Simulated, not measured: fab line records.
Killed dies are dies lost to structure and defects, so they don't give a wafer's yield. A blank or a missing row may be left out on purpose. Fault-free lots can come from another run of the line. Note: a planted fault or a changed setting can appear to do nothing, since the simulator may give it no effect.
Which tool did it?	flow nand-harc	13 lots, 37 wafers sampled, at 5 steps of a route of 1159

WHAT THE GAUGES READ, wafer by wafer
NHARC_END_SORT_01. Usual: killed-at-array 29, standard deviation 13; killed-at-other 0.7, standard deviation 1; killed-at-periphery 3.2, standard deviation 2.3; killed-dies 33, standard deviation 13; killed-open 3.3, standard deviation 1.7; killed-short 2.0, standard deviation 1.5.
lot	measured	on	killed-at-array	killed-at-other	killed-at-periphery	killed-dies	killed-open	killed-short	flag
L253	day 19 06:14	prober-02	22 19 25	0 0 1	1 4 3	23 23 29	3 4 5	1 2 2	
L255	day 20 00:19	prober-01	19 18 32	0 1 0	2 2 1	21 21 33	2 2 3	2 3 2	
L256	day 19 14:54	prober-02	26 27 23	1 1 0	2 3 1	29 31 24	2 4 2	1 2 2	
L257	day 21 00:59	prober-02	27 25 34	0 0 0	3 1 1	30 26 35	2 4 2	1 2 1	
L263	day 22 03:17	prober-01	21 28	1 0	5 6	27 34	1 4	2 0	
L264	day 22 18:09	prober-01	40	0	5	45	6	2	
L269	day 23 20:14	prober-01	18 26 25	2 3 3	0 4 5	20 33 33	2 3 6	0 1 2	
L271	day 24 02:37	prober-02	27 39 41	0 0 0	5 3 1	32 42 42	1 7 2	3 1 3	
L272	day 24 20:16	prober-01	56 50 50	0 0 0	1 1 1	57 51 51	3 2 2	1 1 1	
L276	day 25 05:56	prober-01	28 33 24	0 2 2	3 6 7	31 41 33	5 5 2	5 4 2	

TOOL THAT RAN EACH LOT (tool first, then ch and the chambers of the sampled wafers, then the start)
lot	NHARC_A_CHANNEL_FILL_D1_ALD_03	NHARC_A_CHANNEL_FILL_D1_STRIP_29	NHARC_A_STAIRCASE_DEP_156	NHARC_A_STAIRCASE_ETCH_169
L253	ald-sin-batch-01 ch 0, day 10 10:10 or earlier	rie-diel-04 ch 0,1,3, day 10 10:10	pecvd-03 ch 0,2, day 10 16:39	rie-diel-09 ch 1,3, day 10 17:38
L254	ald-sin-batch-01 ch 0, day 10 06:34 or earlier	rie-diel-04 ch 1,3, day 10 06:34	pecvd-01 ch 0,2, day 10 13:19	rie-diel-08 ch 1,3, day 10 14:13
L255	ald-sin-batch-02 ch 0, day 11 06:44 or earlier	rie-diel-10 ch 0,1,3, day 11 06:44 or earlier	pecvd-04 ch 0,1,2, day 11 06:44	rie-diel-08 ch 1,2,3, day 11 07:56
L256	ald-sin-batch-02 ch 0, day 11 06:41 or earlier	rie-diel-04 ch 0,2,3, day 11 06:41 or earlier	pecvd-03 ch 1,2, day 11 06:41	rie-diel-09 ch 0,1,2, day 11 07:44
L257	ald-sin-batch-01 ch 0, day 11 23:50 or earlier	rie-diel-10 ch 1,2, day 11 23:50 or earlier	pecvd-01 ch 0,1,2, day 11 23:50	rie-diel-09 ch 0,1,3, day 12 00:50
L263	ald-sin-batch-02 ch 0, day 13 01:28 or earlier	rie-diel-10 ch 1,2, day 13 01:28 or earlier	pecvd-04 ch 0,1, day 13 01:28	rie-diel-09 ch 1,3, day 13 02:22
L264	ald-sin-batch-01 ch 0, day 14 02:10 or earlier	rie-diel-10 ch 0,1, day 14 02:10 or earlier	pecvd-01 ch 0, day 14 02:10	rie-diel-09 ch 0,1, day 14 03:14
L269	ald-sin-batch-01 ch 0, day 14 18:40 or earlier	rie-diel-04 ch 0,2, day 14 18:40 or earlier	pecvd-01 ch 0,1,2, day 14 18:40	rie-diel-01 ch 0,3, day 14 19:38
L271	ald-sin-batch-02 ch 0, day 15 07:02 or earlier	rie-diel-04 ch 0,1,3, day 15 07:02 or earlier	pecvd-04 ch 0,2, day 15 07:02	rie-diel-08 ch 0,1,3, day 15 08:07
L272	ald-sin-batch-02 ch 0, day 15 10:48 or earlier	rie-diel-10 ch 0,1, day 15 10:48 or earlier	pecvd-04 ch 1,2, day 15 10:48	rie-diel-08 ch 1,3, day 15 11:52
L274	ald-sin-batch-03 ch 0, day 16 01:02 or earlier	rie-diel-04 ch 0,2,3, day 16 01:02 or earlier	pecvd-04 ch 0,2, day 16 01:02	rie-diel-08 ch 1,2,3, day 16 02:13
L275	ald-sin-batch-02 ch 0, day 15 21:26 or earlier	rie-diel-10 ch 0,2, day 15 21:26 or earlier	pecvd-03 ch 0,1, day 15 21:26	rie-diel-08 ch 1,3, day 15 22:21
L276	ald-sin-batch-01 ch 0, day 16 13:04 or earlier	rie-diel-10 ch 2,3, day 16 13:04	pecvd-01 ch 0,1,2, day 16 21:02	rie-diel-01 ch 0,2, day 16 21:59
- NHARC_A_CHANNEL_FILL_D1_ALD_03: deposits SiNx, target thk 6 nm, pulse time 60 s, ald cycles 58.
- NHARC_A_CHANNEL_FILL_D1_STRIP_29: strips in O2, time 20 s.
- NHARC_A_STAIRCASE_DEP_156: deposits SiNx, target thk 50 nm.
- NHARC_A_STAIRCASE_ETCH_169: etches the open film in CH3F/O2, target depth 50 nm, time 107.1 s.

WHAT THE TOOLS THEMSELVES READ (means of the sampled wafers that have a number; where no wafer has one, the mark that the record gives instead)
NHARC_A_CHANNEL_FILL_D1_ALD_03. Usual: chamber-pressure-Torr 1.999 Torr, standard deviation 0.0044; precursor-pulse-height-rel 0.997, standard deviation 0.019.
lot	tool	chamber-pressure-Torr (Torr)	precursor-pulse-height-rel	flag
L253	ald-sin-batch-01	1.997	0.983	
L254	ald-sin-batch-01	1.998	0.998	
L255	ald-sin-batch-02	1.994	1.007	
L256	ald-sin-batch-02	1.999	1.007	
L257	ald-sin-batch-01	2.002	1.008	
L263	ald-sin-batch-02	2.000	1.018	
L264	ald-sin-batch-01	1.994	0.988	
L269	ald-sin-batch-01	2.003	0.992	
L271	ald-sin-batch-02	1.999	0.981	
L272	ald-sin-batch-02	2.000	1.006	
L274	ald-sin-batch-03	1.994	0.984	
L275	ald-sin-batch-02	2.001	1.004	
L276	ald-sin-batch-01	2.004	0.993	

NHARC_A_CHANNEL_FILL_D1_STRIP_29. Usual: drypump-motor-current-A 5.5 A, standard deviation 0.45; oes-product-au 0.997 a.u., standard deviation 0.011; rf-vpp-V 58.1 V, standard deviation 0.92; showerhead-plenum-p-Torr 3.58 Torr, standard deviation 0.14; throttle-valve-pct 17.037 %, standard deviation 0.0097.
lot	tool	drypump-motor-current-A (A)	oes-product-au (a.u.)	rf-vpp-V (V)	showerhead-plenum-p-Torr (Torr)	throttle-valve-pct (%)	flag
L253	rie-diel-04	5.5	1.000	57.8	3.49	17.040	
L254	rie-diel-04	5.9	0.992	57.5	3.38	17.030	
L255	rie-diel-10	5.2	0.991	59.1	3.67	17.035	
L256	rie-diel-04	5.4	0.990	57.8	3.64	17.028	
L257	rie-diel-10	5.8	1.006	58.5	3.58	17.042	
L263	rie-diel-10	5.6	0.999	58.0	3.62	17.041	
L264	rie-diel-10	5.1	0.980	58.8	3.66	17.050	
L269	rie-diel-04	5.5	1.008	58.7	3.72	17.035	
L271	rie-diel-04	5.5	1.013	58.1	3.49	17.034	
L272	rie-diel-10	5.1	0.981	59.6	3.63	17.037	
L274	rie-diel-04	5.4	1.002	59.2	3.64	17.037	
L275	rie-diel-10	5.5	0.989	58.1	3.55	17.039	
L276	rie-diel-10	5.9	1.000	57.4	3.56	17.039	

NHARC_A_STAIRCASE_DEP_156. Usual: heater-power-w reads 717 W (standard deviation 80).
lot	tool	heater-power-w (W)	flag
L253	pecvd-03	624	
L254	pecvd-01	675	
L255	pecvd-04	771	
L256	pecvd-03	728	
L257	pecvd-01	677	
L263	pecvd-04	756	
L264	pecvd-01	650	
L269	pecvd-01	668	
L271	pecvd-04	729	
L272	pecvd-04	750	
L274	pecvd-04	753	
L275	pecvd-03	692	
L276	pecvd-01	649	

NHARC_A_STAIRCASE_ETCH_169. Usual: drypump-motor-current-A 5.6 A, standard deviation 0.31; oes-product-au 0.950 a.u., standard deviation 0.018; rf-vpp-V 244.1 V, standard deviation 1.5; run-length-s 128.2 s, standard deviation 0.47; showerhead-plenum-p-Torr 2.44 Torr, standard deviation 0.093; throttle-valve-pct 20.664 %, standard deviation 0.0086.
lot	tool	drypump-motor-current-A (A)	oes-product-au (a.u.)	rf-vpp-V (V)	run-length-s (s)	showerhead-plenum-p-Torr (Torr)	throttle-valve-pct (%)	flag
L253	rie-diel-09	5.7	0.922	245.8	127.7	2.49	20.656	
L254	rie-diel-08	5.6	0.961	243.9	128.2	2.40	20.660	
L255	rie-diel-08	5.6	0.962	243.6	128.4	2.43	20.677	
L256	rie-diel-09	5.4	0.927	242.8	128.3	2.41	20.666	
L257	rie-diel-09	5.5	0.943	244.6	127.9	2.47	20.659	
L263	rie-diel-09	5.8	0.957	246.4	119.5	2.50	20.661	OFF
L264	rie-diel-09	5.3	0.972	243.4	119.8	2.43	20.674	OFF
L269	rie-diel-01	5.2	0.969	245.3	128.6	2.51	20.667	
L271	rie-diel-08	5.7	0.948	242.6	127.9	2.35	20.663	
L272	rie-diel-08	5.6	0.936	243.6	128.1	2.38	20.669	
L274	rie-diel-08	5.6	0.941	243.8	128.2	2.42	20.668	
L275	rie-diel-08	5.6	0.964	243.4	128.4	2.38	20.659	
L276	rie-diel-01	5.6	0.971	245.5	129.0	2.47	20.672	

THE ANSWER, worked out from the rows above alone
Rule: a lot counts as off when the mean over its wafers that have a number is more than 3 standard deviations away from the usual mean. Also off: a lot with no number at a reading for which 4 or more lots have one. All remaining lots with rows at the step are treated as sound. Order of review: gauges by route order, followed by the tools' own readings, for which a lot's mean as printed above is used. At the first step where some lot is off, the reading lying furthest off is the one used; lots without a number count as furthest.
Off: L263, L264, at NHARC_A_STAIRCASE_ETCH_169 (run-length-s).
If a tool, at that step or one of the process steps before it, ran each lot that is off and ran no sound lot following the first of them, it fits. Because NHARC_A_CHANNEL_FILL_D1_ALD_03 lacks a start for some lots, the hours and order of its lots are taken from NHARC_A_STAIRCASE_DEP_156. Because NHARC_A_CHANNEL_FILL_D1_STRIP_29 lacks a start for some lots, the hours and order of its lots are taken from NHARC_A_STAIRCASE_DEP_156. One fits: rie-diel-09 at NHARC_A_STAIRCASE_ETCH_169. Its last sound lot is L257 (day 12 00:50), its first lot that is off L263 (day 13 02:22): a fault that began between those two fits.
On the lots that are off, the tool's own readings at NHARC_A_STAIRCASE_ETCH_169 differ by more than 5 times the standard deviation of the sound lots' means, which bears it out; run-length-s reads 119.7 s there versus 128.2 s on the sound lots.

WHAT THE SIMULATOR HAD INSERTED
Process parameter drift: rie-diel-09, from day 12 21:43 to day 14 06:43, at NHARC_A_STAIRCASE_ETCH_169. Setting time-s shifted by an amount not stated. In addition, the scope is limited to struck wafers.
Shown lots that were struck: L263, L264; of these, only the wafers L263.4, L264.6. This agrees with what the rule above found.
